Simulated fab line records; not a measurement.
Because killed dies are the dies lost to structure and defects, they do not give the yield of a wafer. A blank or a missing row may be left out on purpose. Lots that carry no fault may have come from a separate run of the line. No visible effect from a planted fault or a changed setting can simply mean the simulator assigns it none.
Which tool was responsible? | flow nand-harc | 13 lots with 38 wafers sampled at 4 steps, on a route of 1302 steps

## WHAT THE GAUGES SHOWED, per wafer
NHARC_END_WLT_00.
lot  | measured     | on        | VT_DECK1_BOTTOM   | VT_DECK1_BOTTOM_INNER | VT_DECK1_MEDIAN_NEAR_BOTTOM | VT_DECK1_MEDIAN_NEAR_BOTTOM_INNER | VT_DECK1_MIDDLE   | VT_DECK1_MIDDLE_INNER | VT_DECK1_TOP      | VT_DECK1_TOP_INNER | VT_DECK2_BOTTOM   | VT_DECK2_BOTTOM_INNER | VT_DECK2_MEDIAN_NEAR_BOTTOM | VT_DECK2_MEDIAN_NEAR_BOTTOM_INNER | VT_DECK2_MIDDLE   | VT_DECK2_MIDDLE_INNER | VT_DECK2_TOP      | VT_DECK2_TOP_INNER
L238 | day 24 14:47 | prober-01 | 0.862 0.856 0.866 | 0.859 0.859 0.861     | 0.861 0.860 0.863           | 0.855 0.860 0.863                 | 0.879 0.876 0.876 | 0.880 0.873 0.874     | 0.881 0.889 0.879 | 0.887 0.887 0.903  | 0.873 0.865 0.857 | 0.862 0.859 0.866     | 0.864 0.867 0.860           | 0.865 0.870 0.862                 | 0.874 0.868 0.876 | 0.868 0.868 0.872     | 0.881 0.886 0.881 | 0.891 0.897 0.885
L237 | day 24 15:50 | prober-02 | 0.861 0.863 0.864 | 0.870 0.863 0.865     | 0.867 0.871 0.861           | 0.864 0.864 0.868                 | 0.871 0.875 0.876 | 0.875 0.875 0.879     | 0.886 0.887 0.892 | 0.892 0.893 0.890  | 0.863 0.860 0.877 | 0.859 0.858 0.860     | 0.863 0.859 0.876           | 0.865 0.870 0.866                 | 0.882 0.881 0.876 | 0.880 0.882 0.868     | 0.885 0.889 0.890 | 0.890 0.900 0.891
L239 | day 25 17:45 | prober-01 | 0.877 0.870 0.867 | 0.870 0.878 0.871     | 0.877 0.878 0.874           | 0.872 0.873 0.872                 | 0.881 0.887 0.879 | 0.885 0.890 0.878     | 0.902 0.898 0.901 | 0.899 0.892 0.898  | 0.878 0.879 0.875 | 0.873 0.873 0.874     | 0.878 0.882 0.878           | 0.867 0.887 0.886                 | 0.893 0.892 0.888 | 0.898 0.900 0.891     | 0.898 0.906 0.900 | 0.899 0.904 0.904
L240 | day 26 02:13 | prober-02 | 0.870 0.868 0.881 | 0.866 0.865 0.877     | 0.859 0.870 0.869           | 0.866 0.870 0.872                 | 0.883 0.881 0.889 | 0.887 0.877 0.883     | 0.902 0.901 0.898 | 0.894 0.897 0.901  | 0.863 0.870 0.865 | 0.863 0.865 0.864     | 0.863 0.858 0.860           | 0.869 0.858 0.870                 | 0.878 0.873 0.871 | 0.873 0.872 0.876     | 0.887 0.889 0.883 | 0.896 0.880 0.889
L243 | day 27 03:36 | prober-01 | 0.857 0.860 0.868 | 0.863 0.867 0.861     | 0.866 0.864 0.856           | 0.867 0.865 0.861                 | 0.871 0.873 0.870 | 0.871 0.869 0.870     | 0.887 0.889 0.893 | 0.882 0.880 0.892  | 0.858 0.869 0.870 | 0.874 0.867 0.866     | 0.868 0.866 0.871           | 0.868 0.869 0.872                 | 0.885 0.884 0.874 | 0.883 0.881 0.887     | 0.893 0.897 0.896 | 0.896 0.897 0.890
L244 | day 27 03:37 | prober-02 | 0.868 0.870 0.871 | 0.871 0.867 0.864     | 0.873 0.872 0.875           | 0.874 0.862 0.875                 | 0.881 0.883 0.875 | 0.883 0.887 0.887     | 0.895 0.889 0.891 | 0.896 0.892 0.891  | 0.877 0.881 0.887 | 0.882 0.866 0.880     | 0.880 0.877 0.875           | 0.883 0.885 0.874                 | 0.888 0.892 0.883 | 0.895 0.895 0.897     | 0.904 0.897 0.897 | 0.891 0.900 0.905
L246 | day 28 14:08 | prober-01 | 0.873 0.872 0.874 | 0.871 0.879 0.884     | 0.877 0.870 0.882           | 0.875 0.869 0.879                 | 0.889 0.892 0.890 | 0.898 0.889 0.895     | 0.893 0.899 0.895 | 0.896 0.898 0.900  | 0.895 0.887 0.882 | 0.891 0.885 0.876     | 0.900 0.889 0.884           | 0.895 0.884 0.894                 | 0.899 0.898 0.903 | 0.898 0.890 0.896     | 0.909 0.913 0.905 | 0.913 0.910 0.917
L247 | day 28 13:39 | prober-02 | 0.867 0.879 0.874 | 0.867 0.868 0.865     | 0.876 0.870 0.868           | 0.873 0.871 0.868                 | 0.884 0.884 0.881 | 0.875 0.873 0.881     | 0.893 0.890 0.896 | 0.892 0.900 0.901  | 0.885 0.882 0.892 | 0.893 0.885 0.886     | 0.876 0.888 0.887           | 0.889 0.888 0.882                 | 0.892 0.903 0.900 | 0.895 0.891 0.895     | 0.907 0.909 0.908 | 0.904 0.916 0.908
L255 | day 31 17:43 | prober-01 | 0.879 0.877 0.876 | 0.873 0.871 0.877     | 0.873 0.873 0.882           | 0.880 0.875 0.887                 | 0.893 0.897 0.888 | 0.892 0.887 0.891     | 0.901 0.907 0.901 | 0.905 0.904 0.909  | 0.871 0.867 0.877 | 0.871 0.874 0.876     | 0.873 0.876 0.873           | 0.880 0.873 0.878                 | 0.886 0.885 0.898 | 0.879 0.884 0.882     | 0.901 0.895 0.898 | 0.894 0.897 0.895
L254 | day 32 01:31 | prober-01 | 0.865 0.869 0.865 | 0.870 0.870 0.866     | 0.867 0.872 0.872           | 0.866 0.874 0.872                 | 0.878 0.881 0.882 | 0.882 0.881 0.878     | 0.893 0.888 0.893 | 0.895 0.896 0.886  | 0.876 0.875 0.878 | 0.876 0.869 0.881     | 0.871 0.870 0.879           | 0.886 0.870 0.880                 | 0.887 0.888 0.883 | 0.884 0.890 0.887     | 0.894 0.908 0.893 | 0.901 0.898 0.889
L256 | day 32 16:32 | prober-01 | 0.878 0.870 0.876 | 0.880 0.870 0.875     | 0.883 0.872 0.875           | 0.885 0.878 0.875                 | 0.882 0.883 0.891 | 0.890 0.888 0.895     | 0.908 0.911 0.901 | 0.904 0.898 0.902  | 0.881 0.887 0.869 | 0.876 0.875 0.875     | 0.864 0.886 0.877           | 0.886 0.880 0.877                 | 0.887 0.891 0.893 | 0.890 0.886 0.894     | 0.898 0.897 0.901 | 0.895 0.906 0.901
L257 | day 33 07:47 | prober-02 | 0.879 0.885 0.882 | 0.884 0.876 0.879     | 0.887 0.881 0.888           | 0.891 0.889 0.885                 | 0.899 0.895 0.892 | 0.894 0.894 0.901     | 0.912 0.911 0.905 | 0.907 0.904 0.904  | 0.872 0.871 0.878 | 0.874 0.859 0.865     | 0.874 0.867 0.865           | 0.869 0.868 0.871                 | 0.891 0.885 0.886 | 0.888 0.885 0.884     | 0.896 0.896 0.893 | 0.897 0.895 0.897

## WHICH TOOL RAN EACH LOT (tool, then ch and the chambers of the sampled wafers, then the start)
lot  | NHARC_THIN_TSV_DEGAS_53      | NHARC_THIN_TSV_PRE_CLEAN_54  | NHARC_THIN_TSV_ETCH_59
L238 | pvd-sputter-01, day 24 07:07 | pvd-sputter-01, day 24 07:13 | rie-metal-02 ch 0,1, day 24 08:33
L237 | pvd-sputter-02, day 24 08:13 | pvd-sputter-02, day 24 08:18 | rie-metal-03 ch 1, day 24 09:40
L239 | pvd-sputter-02, day 25 10:37 | pvd-sputter-02, day 25 10:42 | rie-metal-02 ch 0,1, day 25 12:04
L240 | pvd-sputter-03, day 25 19:52 | pvd-sputter-03, day 25 19:57 | rie-metal-01 ch 0,1, day 25 21:20
L243 | pvd-sputter-02, day 26 19:17 | pvd-sputter-02, day 26 19:22 | rie-metal-03 ch 0,1, day 26 20:36
L244 | pvd-sputter-03, day 26 20:17 | pvd-sputter-03, day 26 20:21 | rie-metal-02 ch 0,1, day 26 21:45
L246 | pvd-sputter-03, day 28 06:27 | pvd-sputter-03, day 28 06:31 | rie-metal-03 ch 0,1, day 28 07:53
L247 | pvd-sputter-03, day 28 07:47 | pvd-sputter-03, day 28 07:51 | rie-metal-03 ch 0,1, day 28 09:12
L251 | pvd-sputter-03, day 29 22:21 | pvd-sputter-03, day 29 22:27 | rie-metal-02 ch 1, day 29 23:51
L255 | pvd-sputter-01, day 31 12:26 | pvd-sputter-01, day 31 12:31 | rie-metal-01 ch 0,1, day 31 13:52
L254 | pvd-sputter-03, day 31 14:08 | pvd-sputter-03, day 31 14:13 | rie-metal-03 ch 0,1, day 31 15:33
L256 | pvd-sputter-02, day 32 07:54 | pvd-sputter-02, day 32 07:58 | rie-metal-03 ch 0,1, day 32 09:26
L257 | pvd-sputter-02, day 33 00:07 | pvd-sputter-02, day 33 00:11 | rie-metal-02 ch 0,1, day 33 01:26
- NHARC_THIN_TSV_DEGAS_53: time 60 s.
- NHARC_THIN_TSV_PRE_CLEAN_54: time 30 s.
- NHARC_THIN_TSV_ETCH_59: etches the open film in Cl2/BCl3, target depth 880 nm, time 138.1 s.

## WHAT THE TOOLS THEMSELVES READ (means of the sampled wafers that have a number; where no wafer has one, the mark that the record gives instead)
NHARC_THIN_TSV_DEGAS_53.
lot  | tool           | heater-power-w (W)
L238 | pvd-sputter-01 | 436
L237 | pvd-sputter-02 | 465
L239 | pvd-sputter-02 | 472
L240 | pvd-sputter-03 | 446
L243 | pvd-sputter-02 | 465
L244 | pvd-sputter-03 | 429
L246 | pvd-sputter-03 | 423
L247 | pvd-sputter-03 | 454
L251 | pvd-sputter-03 | 418
L255 | pvd-sputter-01 | 444
L254 | pvd-sputter-03 | 432
L256 | pvd-sputter-02 | 496
L257 | pvd-sputter-02 | 450

NHARC_THIN_TSV_PRE_CLEAN_54.
lot  | tool           | heater-power-w (W)
L238 | pvd-sputter-01 | 387
L237 | pvd-sputter-02 | 421
L239 | pvd-sputter-02 | 406
L240 | pvd-sputter-03 | 382
L243 | pvd-sputter-02 | 409
L244 | pvd-sputter-03 | 399
L246 | pvd-sputter-03 | 380
L247 | pvd-sputter-03 | 386
L251 | pvd-sputter-03 | 415
L255 | pvd-sputter-01 | 390
L254 | pvd-sputter-03 | 402
L256 | pvd-sputter-02 | 371
L257 | pvd-sputter-02 | 413

NHARC_THIN_TSV_ETCH_59.
lot  | tool         | chamber-pressure-mTorr (mTorr) | drypump-motor-current-A (A) | he-backside-leak-sccm (sccm) | mfc-cl2-sccm (sccm) | oes-product-au (a.u.) | throttle-valve-pct (%)
L238 | rie-metal-02 | 9.998                          | 5.8                         | 3.55                         | 59.93               | 1.006                 | 22.264
L237 | rie-metal-03 | 10.000                         | 4.9                         | 3.13                         | 60.01               | 1.001                 | 22.260
L239 | rie-metal-02 | 9.986                          | 5.6                         | 3.51                         | 60.04               | 1.004                 | 22.261
L240 | rie-metal-01 | 10.000                         | 5.3                         | 3.33                         | 60.10               | 0.993                 | 22.269
L243 | rie-metal-03 | 10.001                         | 4.8                         | 3.12                         | 60.01               | 1.014                 | 22.251
L244 | rie-metal-02 | 9.996                          | 5.8                         | 3.55                         | 59.97               | 0.993                 | 22.266
L246 | rie-metal-03 | 9.991                          | 4.9                         | 3.23                         | 60.00               | 0.998                 | 22.264
L247 | rie-metal-03 | 9.997                          | 4.8                         | 3.14                         | 59.89               | 0.996                 | 22.266
L251 | rie-metal-02 | 9.992                          | 5.9                         | 3.41                         | 59.73               | 0.907                 | 22.267
L255 | rie-metal-01 | 9.995                          | 5.5                         | 3.45                         | 59.91               | 1.003                 | 22.263
L254 | rie-metal-03 | 10.002                         | 4.9                         | 3.16                         | 59.95               | 1.002                 | 22.268
L256 | rie-metal-03 | 10.005                         | 4.8                         | 3.18                         | 60.05               | 1.004                 | 22.270
L257 | rie-metal-02 | 10.004                         | 5.6                         | 3.44                         | 59.97               | 0.991                 | 22.263

## THE ANSWER, worked out from the rows above alone
Rule: usual is defined by the lots themselves. The widest of any qualifying gaps counts: lots, ordered by their means at a reading, are off when they make up no more than a third of the lots, leave a main group of 4 or more, and stand apart from it by 3 or more times the standard deviation of that group's means. A main group is skipped when, at the precision printed for the reading in the tables above, its means are all equal. Also off: a lot with no number at a reading for which 4 or more lots have one. All remaining lots with rows at the step are treated as sound. After the gauges, taken in route order, come the tools' own readings; for these a lot's mean is taken, as printed above. At the first step where some lot is off, the reading lying furthest off is the one used; lots without a number count as furthest.
Off at NHARC_THIN_TSV_ETCH_59 (oes-product-au): L251. The main group: mean 1.000 a.u., standard deviation 0.0063.
If a tool, at that step or one of the process steps before it, ran each lot that is off and ran no sound lot following the first of them, it fits. No candidate that was tried fits.

## WHAT THE SIMULATOR PUT IN
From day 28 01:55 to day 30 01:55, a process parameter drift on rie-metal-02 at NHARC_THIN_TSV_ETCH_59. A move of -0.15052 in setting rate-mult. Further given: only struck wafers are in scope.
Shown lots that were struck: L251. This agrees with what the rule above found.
